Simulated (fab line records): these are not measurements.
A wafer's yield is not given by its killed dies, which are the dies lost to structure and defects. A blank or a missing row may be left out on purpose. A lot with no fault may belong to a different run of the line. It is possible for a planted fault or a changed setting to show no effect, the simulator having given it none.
Split-lot trial | flow n5 finfet | route with 1938 steps; 7 lots, 39 wafers read

== THE SPLIT ==
At N5_DUMMY_GATE_ETCH_37 (etches SOC in N2/H2, target depth 60 nm, overetch 30 nm), the setting source w was moved away from the recipe's 840 W on 18 of the 39 wafers read, by -14.1% to +17.4%. This setting was run at the recipe's value on the other wafers.

The reading is taken at the split's own step.

== THE READING ==
rf vpp V, in V, at N5_DUMMY_GATE_ETCH_37 (etches SOC in N2/H2, target depth 60 nm, overetch 30 nm). Fault-free wafers of this fab line usually give 523.2 V, standard deviation 2.5 V.

wafer  | tool, chamber at the split | source w as run, W | against the recipe | rf vpp V, V | against lot-mates on the recipe
L075.1 | rie diel-04, 0             | 840                | recipe             | 523.5       | -
L075.3 | rie diel-04, 3             | 840                | recipe             | 523.6       | -
L075.6 | rie diel-04, 3             | 840                | recipe             | 522.6       | -
L079.1 | rie diel-03, 3             | 756                | -10.0%             | 540.5       | +18.5
L079.2 | rie diel-03, 2             | 840                | recipe             | 520.8       | -
L079.3 | rie diel-03, 1             | 840                | recipe             | 526.2       | -
L079.4 | rie diel-03, 0             | 756                | -10.0%             | 539.8       | +17.8
L079.5 | rie diel-03, 0             | 840                | recipe             | 519.1       | -
L079.6 | rie diel-03, 3             | 756                | -10.0%             | 541.0       | +19.0
L088.1 | rie diel-04, 0             | 840                | recipe             | 523.4       | -
L088.2 | rie diel-04, 3             | 727.8              | -13.4%             | 549.3       | +26.0
L088.3 | rie diel-04, 2             | 840                | recipe             | 524.0       | -
L088.4 | rie diel-04, 1             | 727.8              | -13.4%             | 553.2       | +29.9
L088.5 | rie diel-04, 1             | 727.8              | -13.4%             | 553.6       | +30.3
L088.6 | rie diel-04, 2             | 840                | recipe             | 522.4       | -
L090.1 | rie diel-04, 2             | 986.1              | +17.4%             | 495.8       | -28.4
L090.2 | rie diel-04, 0             | 840                | recipe             | 524.9       | -
L090.3 | rie diel-04, 1             | 986.1              | +17.4%             | 499.4       | -24.8
L090.4 | rie diel-04, 3             | 840                | recipe             | 523.3       | -
L090.5 | rie diel-04, 3             | 840                | recipe             | 524.4       | -
L090.6 | rie diel-04, 2             | 986.1              | +17.4%             | 494.7       | -29.5
L091.1 | rie diel-04, 2             | 721.5              | -14.1%             | 549.6       | +25.0
L091.2 | rie diel-04, 1             | 840                | recipe             | 526.0       | -
L091.3 | rie diel-04, 3             | 721.5              | -14.1%             | 550.1       | +25.5
L091.4 | rie diel-04, 0             | 840                | recipe             | 524.8       | -
L091.5 | rie diel-04, 2             | 721.5              | -14.1%             | 549.9       | +25.3
L091.6 | rie diel-04, 3             | 840                | recipe             | 523.0       | -
L096.1 | rie diel-04, 2             | 840                | recipe             | 521.8       | -
L096.2 | rie diel-04, 1             | 894.3              | +6.5%              | 517.2       | -6.6
L096.3 | rie diel-04, 3             | 894.3              | +6.5%              | 510.8       | -13.0
L096.4 | rie diel-04, 0             | 894.3              | +6.5%              | 512.8       | -11.0
L096.5 | rie diel-04, 2             | 840                | recipe             | 523.2       | -
L096.6 | rie diel-04, 1             | 840                | recipe             | 526.4       | -
L097.1 | rie diel-02, 1             | 840                | recipe             | 519.6       | -
L097.2 | rie diel-02, 3             | 840                | recipe             | 526.0       | -
L097.3 | rie diel-02, 0             | 970.4              | +15.5%             | 498.8       | -24.3
L097.4 | rie diel-02, 2             | 840                | recipe             | 523.6       | -
L097.5 | rie diel-02, 1             | 970.4              | +15.5%             | 496.2       | -26.9
L097.6 | rie diel-02, 0             | 970.4              | +15.5%             | 499.0       | -24.1

THE FIT
A straight line over all 39 wafers: rf vpp V changes by -1.74 V for each +1% of source w; r = -0.99; the points scatter about the line by 2.5 V.
The same after taking each lot's own level away (the mean of its wafers on the recipe; 39 wafers): -1.75 V for each +1%; r = -0.99; scatter 2.4 V.
The reading moves by 30 V for the largest change in source w, on that fit.
The span of the lots' own levels, 522.03 to 524.60 V, comes to 1.0 times the standard deviation stated above.
The two slopes agree, so the slope changes little with the lot-to-lot level.
Check: -29.6 V against its lot-mates is what the line predicts for one of the wafers moved furthest among these (+17.4%) when that wafer is left out of the fit. It came out at -28.4 V against them.
Tool readings at the split's step, against how far the setting was moved: rf vpp V r = -0.99.

== FURTHER SPLITS ON THESE WAFERS ==
These wafers also went through other splits before the reading. Each is held against what the fit with the lots' levels taken away leaves over:
other split on the same wafers  | wafers away from the commonest value | r with rf vpp V (lot level and that fit taken away)
N5_FIN_SAQP_FIN_ETCH_36 bias w  | 18                                   | +0.02
N5_DUMMY_GATE_EXPOSE_12 dose mj | 12                                   | +0.00

== FILE'S OWN FIT ==
rf vpp V changes by -1.75 V for each +1% of source w, r = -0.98.
